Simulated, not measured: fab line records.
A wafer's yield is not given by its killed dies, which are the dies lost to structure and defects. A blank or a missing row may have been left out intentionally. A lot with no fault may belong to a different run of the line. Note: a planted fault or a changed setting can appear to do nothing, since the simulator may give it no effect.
A lot that was struck, set against a sound lot -- flow n5_finfet -- 32 steps out of a route of 1938
Sound: wafers L562.2, L562.4, L562.5. Wafers L574.5, L574.6 were the ones struck. Last of all comes the cause.
At each step with rows: each side's tool, then ch and its chambers, then its first start. Under that, the readings that differ: sound wafers -- struck wafers -- difference of the means -- sigmas: that difference in standard deviations of wafers without a fault.
alike: words and numbers the same on both sides, and readings whose means are apart by under 2 such deviations; not compared: readings that were withheld, readings missing a value for some wafer, numbers with overlapping values and no deviation given by the record, and bounds like >300 which may hide the same value.
Wherever a step has rows on one side only, a row that says differs or no value, or a row with sigmas, the two part there. Non-overlapping numbers with no deviation appear without sigmas and do not part them. A reading that every wafer of one side lacks parts them only if that side has two wafers or more.

first, 10 steps without rows for these wafers: N5_DUMMY_GATE_ETCH_44 (etches poly-Si in HBr/O2, stops on SiO2, target depth 127.5 nm); N5_DUMMY_GATE_ETCH_42 (etches SiO2 in CHF3/O2, target depth 3.5 nm, time 31 s); N5_DUMMY_GATE_STRIP_48 (strips in N2/H2, time 20 s); N5_DUMMY_GATE_PRECLEAN_33 (cleans in dHF, time 10 s); N5_DUMMY_GATE_PRECLEAN_25 (cleans in O3/DIW, time 45 s); N5_DUMMY_GATE_PRECLEAN_51 (cleans in SC2, time 45 s); N5_DUMMY_GATE_SRD_26 (time 30 s); N5_DUMMY_GATE_UV_OZONE_45 (time 120 s); N5_SPACER0_ALD_07 (deposits SiNx, target thk 2 nm); N5_SPACER0_ALD_00 (deposits SiOCN, target thk 3.5 nm, pulse time 3 s, purge time 2 s).
N5_SPACER0_ALD_08: deposits SiNx, target thk 2 nm.
  sound on ald_sin-03 ch 2,3, day 3 08:16; struck on ald_sin-03 ch 0,1, day 6 05:36
reading,sound,struck,difference,sigmas
model.SiNx_of_SPACER0_ALD_08.thk_nm (nm),2 2 2,3.4 3.6,+1.5,
  alike: chamber_pressure_Torr, heater_power_w
then, 18 steps without rows for these wafers: N5_SD_EPI_N_COAT_32 (time 60 s, resist thk 350 nm); N5_SD_EPI_N_COAT_33 (time 60 s, resist thk 35 nm); N5_SD_EPI_N_COAT_03 (resist thk 150 nm); N5_SD_EPI_N_EBR_05; N5_SD_EPI_N_SOFTBAKE_04 (time 60 s); N5_SD_EPI_N_EXPOSE_06 (exposes mask SD N BLK, target cd 120 nm); N5_SD_EPI_N_PEB_07 (peb time 60 s); N5_SD_EPI_N_DEVELOP_08 (develop time 30 s); N5_SD_EPI_N_DESCUM_14 (chemistry O2, time 7.9 s); N5_SD_EPI_N_ETCH_34 (etches SiARC in CF4, target depth 45.5 nm, time 75.8 s); N5_SD_EPI_N_ETCH_35 (etches SOC in N2/H2, overetch 108 nm, time 486 s); N5_SD_EPI_N_STRIP_36 (strips in N2/H2); N5_SD_EPI_N_ETCHBACK_44 (etches SiNx in CH3F/O2, stops on SiO2, target depth 14.5 nm); N5_SD_EPI_N_ETCH_45 (etches SiOCN in CH3F/O2, target depth 6 nm); N5_SD_EPI_N_ETCH_16 (etches SiO2 in CHF3/O2, target depth 5 nm); N5_SD_EPI_N_STRIP_47 (strips in CHF3/O2); N5_SD_EPI_N_SD_RECESS_17 (chemistry HBr/Cl2/O2, target depth 41 nm, time 23.7 s, bt time 3 s); N5_SD_EPI_N_STRIP_38 (strips in N2/H2).
N5_SD_EPI_N_WET_ETCH_43: etches SiO2 in dHF, time 14 s, target depth 1.5 nm.
  sound on wet_bench-02 ch 3,5,6, day 3 09:49; struck on wet_bench-05 ch 1,6, day 6 07:03
reading,sound,struck,difference,sigmas
model.SiNx_of_SPACER0_ALD_08.thk_nm (nm),1.6 1.6 1.6,3 3,+1,
then, 1 step without rows for these wafers: N5_SD_EPI_N_STRIP_18 (strips in SPM, time 750 s).
N5_PASSIVATION_PROBE_49:
  the record has rows for the sound wafers here (prober-02, day 12 02:34) and none for the struck ones

## WHERE THEY PART
N5_PASSIVATION_PROBE_49 only, going by this record.

WHY: the cause the simulator had injected
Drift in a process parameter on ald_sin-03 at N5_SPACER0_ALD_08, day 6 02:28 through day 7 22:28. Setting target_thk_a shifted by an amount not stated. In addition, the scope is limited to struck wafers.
